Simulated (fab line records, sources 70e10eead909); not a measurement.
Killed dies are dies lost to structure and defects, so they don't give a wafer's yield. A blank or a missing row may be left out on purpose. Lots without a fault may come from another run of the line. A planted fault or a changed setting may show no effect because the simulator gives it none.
Which tool did it? | flow nand_harc | 11 lots, 33 wafers sampled, at 5 steps of a route of 1159

WHAT THE GAUGES READ, wafer by wafer
NHARC_END_SORT_01. Usual: killed_at_array 27, standard deviation 10; killed_at_other 0.6, standard deviation 0.83; killed_at_periphery 2.4, standard deviation 1.8; killed_dies 30, standard deviation 10; killed_open 3.3, standard deviation 1.7; killed_short 1.8, standard deviation 1.4.
lot  | measured     | on        | killed_at_array | killed_at_other | killed_at_periphery | killed_dies | killed_open | killed_short | flag
L303 | day 23 01:55 | prober-01 | 45 45 41        | 1 1 0           | 5 1 5               | 51 47 46    | 4 3 2       | 3 2 1        |

WHICH TOOL RAN EACH LOT (tool, then ch and the chambers of the sampled wafers, then the start)
lot  | NHARC_A_STAIRCASE_TRIM_191                    | NHARC_A_STAIRCASE_DESCUM_219       | NHARC_A_STAIRCASE_TRIM_224         | NHARC_A_STAIRCASE_TRIM_235
L292 | rie_diel-11 ch 0,1, day 11 00:59 or earlier   | rie_diel-13 ch 1,2,3, day 11 00:59 | rie_diel-13 ch 1,2, day 11 02:11   | rie_diel-13 ch 0,2, no start
L291 | rie_diel-13 ch 1,2,3, day 11 02:36 or earlier | rie_diel-13 ch 1,2,3, day 11 02:36 | rie_diel-13 ch 0,2,3, day 11 03:24 | rie_diel-10 ch 1,3, no start
L294 | rie_diel-13 ch 0,1,2, day 11 16:54 or earlier | rie_diel-10 ch 2,3, day 11 16:54   | rie_diel-10 ch 1,2, day 11 19:28   | rie_diel-11 ch 0,3, no start
L295 | rie_diel-10 ch 1,3, day 12 02:26 or earlier   | rie_diel-11 ch 1,2,3, day 12 02:26 | rie_diel-11 ch 0,1, day 12 02:59   | rie_diel-11 ch 1,2, no start
L305 | rie_diel-13 ch 1,2,3, day 14 08:47 or earlier | rie_diel-10 ch 0,1,3, day 14 08:47 | rie_diel-10 ch 0,1,3, day 14 09:29 | rie_diel-11 ch 0,1,2, no start
L303 | rie_diel-10 ch 1,2,3, day 14 11:54 or earlier | rie_diel-11 ch 0,3, day 14 11:54   | rie_diel-11 ch 2,3, day 14 12:31   | rie_diel-13 ch 0,1, day 23 01:55 or earlier
L304 | rie_diel-11 ch 0,1,2, day 14 15:11 or earlier | rie_diel-11 ch 0,1,2, day 14 15:11 | rie_diel-11 ch 0,1,3, day 14 15:52 | rie_diel-13 ch 0,3, no start
L307 | rie_diel-10 ch 0,1,2, day 14 22:00 or earlier | rie_diel-10 ch 0,2,3, day 14 22:00 | rie_diel-10 ch 0,2,3, day 14 22:37 | rie_diel-11 ch 0,1,2, no start
L311 | rie_diel-10 ch 0,1,2, day 16 17:02 or earlier | rie_diel-11 ch 1,2,3, day 16 17:02 | rie_diel-11 ch 1,2,3, day 16 17:35 | rie_diel-11 ch 0,1,3, no start
L313 | rie_diel-13 ch 0,2,3, day 17 00:52 or earlier | rie_diel-11 ch 0,2,3, day 17 00:52 | rie_diel-11 ch 0,1,3, day 17 01:26 | rie_diel-10 ch 0,1,3, no start
L314 | rie_diel-10 ch 2,3, day 17 12:09 or earlier   | rie_diel-11 ch 1,2, day 17 12:09   | rie_diel-11 ch 0,3, day 17 12:43   | rie_diel-11 ch 0,2,3, no start
- NHARC_A_STAIRCASE_TRIM_191: chemistry O2, time 211.2 s.
- NHARC_A_STAIRCASE_DESCUM_219: chemistry O2, time 3 s.
- NHARC_A_STAIRCASE_TRIM_224: chemistry O2, time 211.2 s.
- NHARC_A_STAIRCASE_TRIM_235: chemistry O2, time 211.2 s.

WHAT THE TOOLS THEMSELVES READ (means of the sampled wafers that have a number; where no wafer has one, the mark that the record gives instead)
NHARC_A_STAIRCASE_TRIM_191. Usual: drypump_motor_current_A 5.7 A, standard deviation 0.46; oes_product_au 1.004 a.u., standard deviation 0.017; rf_vpp_V 57.7 V, standard deviation 0.91; run_length_s 232.6 s, standard deviation 0.45; showerhead_plenum_p_Torr 3.52 Torr, standard deviation 0.17; throttle_valve_pct 17.038 %, standard deviation 0.0095.
lot  | tool        | drypump_motor_current_A (A) | oes_product_au (a.u.) | rf_vpp_V (V) | run_length_s (s) | showerhead_plenum_p_Torr (Torr) | throttle_valve_pct (%) | flag
L292 | rie_diel-11 | 5.5                         | 0.986                 | 58.3         | 233.3            | 3.42                            | 17.040                 |
L291 | rie_diel-13 | 5.3                         | 1.003                 | 58.1         | 233.0            | 3.49                            | 17.038                 |
L294 | rie_diel-13 | 5.4                         | 1.011                 | 57.0         | 233.0            | 3.47                            | 17.042                 |
L295 | rie_diel-10 | 6.2                         | 1.006                 | 57.4         | 232.7            | 3.39                            | 17.044                 |
L305 | rie_diel-13 | 5.3                         | 1.006                 | 57.4         | 232.7            | 3.48                            | 17.029                 |
L303 | rie_diel-10 | 6.0                         | 1.003                 | 58.2         | 232.2            | 3.43                            | 17.036                 |
L304 | rie_diel-11 | 5.9                         | 0.980                 | 57.5         | 232.9            | 3.48                            | 17.038                 |
L307 | rie_diel-10 | 6.1                         | 1.005                 | 58.8         | 232.3            | 3.46                            | 17.042                 |
L311 | rie_diel-10 | 6.1                         | 1.015                 | 57.5         | 232.3            | 3.64                            | 17.045                 |
L313 | rie_diel-13 | 5.2                         | 1.004                 | 57.4         | 233.0            | 3.59                            | 17.033                 |
L314 | rie_diel-10 | 5.9                         | 1.028                 | 57.1         | 232.4            | 3.53                            | 17.039                 |

NHARC_A_STAIRCASE_DESCUM_219. Usual: drypump_motor_current_A 5.8 A, standard deviation 0.48; oes_product_au 1.001 a.u., standard deviation 0.015; rf_vpp_V 57.7 V, standard deviation 0.88; showerhead_plenum_p_Torr 1.88 Torr, standard deviation 0.079; throttle_valve_pct 11.310 %, standard deviation 0.0094.
lot  | tool        | drypump_motor_current_A (A) | oes_product_au (a.u.) | rf_vpp_V (V) | showerhead_plenum_p_Torr (Torr) | throttle_valve_pct (%) | flag
L292 | rie_diel-13 | 5.3                         | 1.000                 | 57.5         | 1.89                            | 11.314                 |
L291 | rie_diel-13 | 5.3                         | 1.000                 | 58.2         | 1.89                            | 11.311                 |
L294 | rie_diel-10 | 5.9                         | 0.997                 | 58.6         | 1.93                            | 11.307                 |
L295 | rie_diel-11 | 5.9                         | 0.994                 | 56.8         | 1.88                            | 11.308                 |
L305 | rie_diel-10 | 6.2                         | 0.996                 | 57.5         | 1.91                            | 11.308                 |
L303 | rie_diel-11 | 6.0                         | 1.007                 | 57.4         | 1.91                            | 11.313                 |
L304 | rie_diel-11 | 5.9                         | 0.996                 | 58.2         | 1.88                            | 11.317                 |
L307 | rie_diel-10 | 5.9                         | 0.995                 | 58.8         | 1.94                            | 11.311                 |
L311 | rie_diel-11 | 5.9                         | 1.004                 | 57.5         | 1.87                            | 11.322                 |
L313 | rie_diel-11 | 6.2                         | 0.993                 | 57.6         | 1.91                            | 11.311                 |
L314 | rie_diel-11 | 6.1                         | 1.004                 | 56.2         | 1.88                            | 11.309                 |

NHARC_A_STAIRCASE_TRIM_224. Usual: drypump_motor_current_A 5.8 A, standard deviation 0.47; oes_product_au 1.000 a.u., standard deviation 0.015; rf_vpp_V 57.8 V, standard deviation 0.92; run_length_s 232.6 s, standard deviation 0.45; showerhead_plenum_p_Torr 3.49 Torr, standard deviation 0.13; throttle_valve_pct 17.038 %, standard deviation 0.009.
lot  | tool        | drypump_motor_current_A (A) | oes_product_au (a.u.) | rf_vpp_V (V) | run_length_s (s) | showerhead_plenum_p_Torr (Torr) | throttle_valve_pct (%) | flag
L292 | rie_diel-13 | 5.5                         | 0.994                 | 58.5         | 232.8            | 3.52                            | 17.036                 |
L291 | rie_diel-13 | 5.2                         | 1.025                 | 57.6         | 232.8            | 3.43                            | 17.034                 |
L294 | rie_diel-10 | 5.8                         | 1.009                 | 57.7         | 232.3            | 3.38                            | 17.044                 |
L295 | rie_diel-11 | 5.8                         | 0.988                 | 57.5         | 232.9            | 3.49                            | 17.032                 |
L305 | rie_diel-10 | 6.2                         | 0.995                 | 58.2         | 219.5            | 3.53                            | 17.038                 | OFF
L303 | rie_diel-11 | 6.3                         | 1.001                 | 57.8         | 232.4            | 3.54                            | 17.038                 |
L304 | rie_diel-11 | 5.7                         | 0.993                 | 57.5         | 232.8            | 3.45                            | 17.041                 |
L307 | rie_diel-10 | 6.0                         | 0.999                 | 57.7         | 219.4            | 3.58                            | 17.032                 | OFF
L311 | rie_diel-11 | 5.9                         | 1.002                 | 58.0         | 232.7            | 3.44                            | 17.038                 |
L313 | rie_diel-11 | 5.7                         | 0.994                 | 57.6         | 232.9            | 3.44                            | 17.046                 |
L314 | rie_diel-11 | 6.0                         | 0.993                 | 56.6         | 233.0            | 3.51                            | 17.045                 |

NHARC_A_STAIRCASE_TRIM_235. Usual: drypump_motor_current_A 5.8 A, standard deviation 0.49; oes_product_au 0.999 a.u., standard deviation 0.016; rf_vpp_V 57.7 V, standard deviation 0.97; run_length_s 232.7 s, standard deviation 0.5; showerhead_plenum_p_Torr 3.50 Torr, standard deviation 0.15; throttle_valve_pct 17.036 %, standard deviation 0.0081.
lot  | tool        | drypump_motor_current_A (A) | oes_product_au (a.u.) | rf_vpp_V (V) | run_length_s (s) | showerhead_plenum_p_Torr (Torr) | throttle_valve_pct (%) | flag
L292 | rie_diel-13 | 5.3                         | 1.028                 | 57.5         | 233.1            | 3.41                            | 17.037                 |
L291 | rie_diel-10 | 6.1                         | 0.999                 | 57.6         | 232.5            | 3.50                            | 17.038                 |
L294 | rie_diel-11 | 6.0                         | 0.991                 | 57.8         | 232.7            | 3.54                            | 17.027                 |
L295 | rie_diel-11 | 6.1                         | 0.983                 | 57.3         | 232.4            | 3.50                            | 17.036                 |
L305 | rie_diel-11 | 5.9                         | 0.991                 | 57.8         | 232.6            | 3.48                            | 17.036                 |
L303 | rie_diel-13 | 5.4                         | 1.014                 | 58.9         | 233.0            | 3.68                            | 17.040                 |
L304 | rie_diel-13 | 5.2                         | 1.019                 | 58.7         | 233.0            | 3.64                            | 17.025                 |
L307 | rie_diel-11 | 5.9                         | 0.987                 | 57.1         | 232.7            | 3.47                            | 17.042                 |
L311 | rie_diel-11 | 5.7                         | 1.003                 | 57.7         | 232.7            | 3.44                            | 17.039                 |
L313 | rie_diel-10 | 6.2                         | 1.009                 | 59.2         | 232.4            | 3.70                            | 17.038                 |
L314 | rie_diel-11 | 6.2                         | 0.995                 | 57.7         | 232.4            | 3.52                            | 17.038                 |

THE ANSWER, worked out from the rows above alone
Rule: a lot is off if the mean of its wafers that have a number lies more than 3 standard deviations from the usual mean. A lot without any number at a reading at which 4 lots or more have one is off too. The other lots that the step has rows for count as sound. The gauges are gone through in route order, then the tools' own readings, and for those a lot's mean is taken as printed above. The first step at which some lot is off is used, and at that step the reading that is off furthest; a lot without a number counts as furthest.
Off: L305, L307, at NHARC_A_STAIRCASE_TRIM_224 (run_length_s).
A tool fits if, at that step or a process step before it, it ran every lot that is off, and no sound lot after the first of them. NHARC_A_STAIRCASE_TRIM_191 gives no start for some lots, so the hours and the order of its lots are those of NHARC_A_STAIRCASE_DESCUM_219. One fits: rie_diel-10 at NHARC_A_STAIRCASE_DESCUM_219 and NHARC_A_STAIRCASE_TRIM_224. At NHARC_A_STAIRCASE_DESCUM_219 its last sound lot is L294 (day 11 16:54), its first lot that is off L305 (day 14 08:47): a fault that began between those two fits.

WHAT THE SIMULATOR HAD PUT IN
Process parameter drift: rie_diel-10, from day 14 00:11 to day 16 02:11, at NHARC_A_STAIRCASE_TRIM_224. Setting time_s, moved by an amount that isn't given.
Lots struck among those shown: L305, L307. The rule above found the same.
